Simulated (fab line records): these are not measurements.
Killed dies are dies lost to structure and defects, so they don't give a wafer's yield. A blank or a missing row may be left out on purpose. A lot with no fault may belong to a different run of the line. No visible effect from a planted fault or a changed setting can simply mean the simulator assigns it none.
Problem report, 8D (eight disciplines) form, completed by code    flow n5Finfet    the parts of the form that need people (team, actions taken, sign-off) are left out

## 1. PROBLEM STATEMENT
Wafers free of any fault read 55.9 ohm/sq (standard deviation 0.81) for RS_SD_P at N5_SD_ACTIVATION_RS_MEAS_03, against a mean of 360.7 ohm/sq on 6 wafers of 2 lots. That is +99 or more standard deviations from the usual mean.
The step: measures by four-point-probe.
The first sign was on wafer L864.2 at day 5 16:17, on filmMetro-02. The record holds 27 wafers of 9 lots with a number at this step. Rule for "out", or "out of limits": more than 4 standard deviations from the usual mean. The rest of the wafers with a number are treated as sound.

## 2. WHAT THIS IS AND IS NOT
question                     is                      is not
which readings at this step  RS_SD_P                 RS_SD_N
which lots                   L864, L865              L855, L857, L859, L863, L866, L877, L878
which wafers of those lots   all that have a number  -
read on which gauges         filmMetro-02            filmMetro-01
when                         from day 5 16:17        up to then (12 sound wafers); but 9 sound wafers of L866, L877, L878 came after

## 3. SUSPECTS, AND WHAT RULES EACH OUT
Counting: any tool at a process step up to the reading is kept as a suspect provided that every lot that is out went through it and no sound lot did after the first of them.
- the gauge at N5_SD_ACTIVATION_RS_MEAS_03: ruled out. All the wafers that are out were read on filmMetro-02, but those of them that N5_BEOL_M4_RC_MEAS_101 has rows for are out there too, on other tools.
- epiRpcvd-03 at N5_SD_EPI_P_EPI_21 (deposits SiGe:B, time 355 s): ruled out as a lasting fault. The sound lots L877 went through it after L864, its earliest lot that is out (day 5 13:49).
Left after counting: nothing in the record.

## 4. THE CAUSE (what the simulator had put in)
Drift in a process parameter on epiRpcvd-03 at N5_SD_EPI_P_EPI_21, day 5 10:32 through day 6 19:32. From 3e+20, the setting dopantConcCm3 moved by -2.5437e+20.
It was ruled out by counting, in error; the rule expects a fault to strike all lots run on its tool from its start on, and this fault did not.

## 5. SEQUENCE OF EFFECTS, ordered by route
Each row: a reading where the mean over the struck wafers with a number is more than 3 standard deviations away from the usual. Only readings for which the record gives a usual standard deviation are gone through. hours: the time from each lot's start at the first step in this table that gives one to its start at this step, as a median over the lots. sigmas: the change in usual standard deviations.
hours  step                         reading           usual         on struck wafers  change  sigmas
0      N5_SD_ACTIVATION_RS_MEAS_03  RS_SD_P           55.9 ohm/sq   360.7             +304.8  +99 or more
138    N5_BEOL_M4_RC_MEAS_101       DIBL_P            36.7 mV/V     25.1              -11.7   -5.3
138    N5_BEOL_M4_RC_MEAS_101       IOFF_P            0.22 nA/um    0.06              -0.16   -4.1
138    N5_BEOL_M4_RC_MEAS_101       IOFF_P_85C        3.8 nA/um     1.4               -2.4    -4.5
138    N5_BEOL_M4_RC_MEAS_101       IOFF_P_LIN        0.104 nA/um   0.041             -0.063  -4.5
138    N5_BEOL_M4_RC_MEAS_101       ION_P             462 uA/um     316               -146    -18
138    N5_BEOL_M4_RC_MEAS_101       RC_DENSE_P        23.7 ohm.um   97.8              +74.1   +99 or more
138    N5_BEOL_M4_RC_MEAS_101       RC_P              19.3 ohm.um   79.6              +60.3   +99 or more
138    N5_BEOL_M4_RC_MEAS_101       REXT_P            100.5 ohm.um  403.2             +302.7  +99 or more
138    N5_BEOL_M4_RC_MEAS_101       RS_SD_P           65.5 ohm/sq   377.6             +312.1  +99 or more
138    N5_BEOL_M4_RC_MEAS_101       SS_P              73.5 mV/dec   71.3              -2.2    -3.1
138    N5_BEOL_M4_RC_MEAS_101       VT_P              -250 mV       -268              -18     -5.8
138    N5_BEOL_M4_RC_MEAS_101       VT_P_LVT          -98.3 mV      -118.2            -19.9   -6.6
268    N5_PASSIVATION_PROBE_49      sort_bin_8_speed  0.01 %        93.08             +93.07  +99 or more
268    N5_PASSIVATION_PROBE_49      sortNPass         1080          0                 -1080   -64
268    N5_PASSIVATION_PROBE_49      sortYieldPct      91.6 %        0.0               -91.6   -65
Here are the process steps it includes:
- N5_PASSIVATION_PROBE_49

## 6. WHAT WOULD HAVE CAUGHT IT SOONER
Counted from the fault's start at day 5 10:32, it took 6 hours until the first out-of-limits reading at a measuring or inspecting step in this record, taken at day 5 16:17.
An alarm limit of 4 standard deviations would not have fired on the tool readings at N5_SD_EPI_P_EPI_21 for which the record gives a usual standard deviation, since none of them was out on any struck wafer.
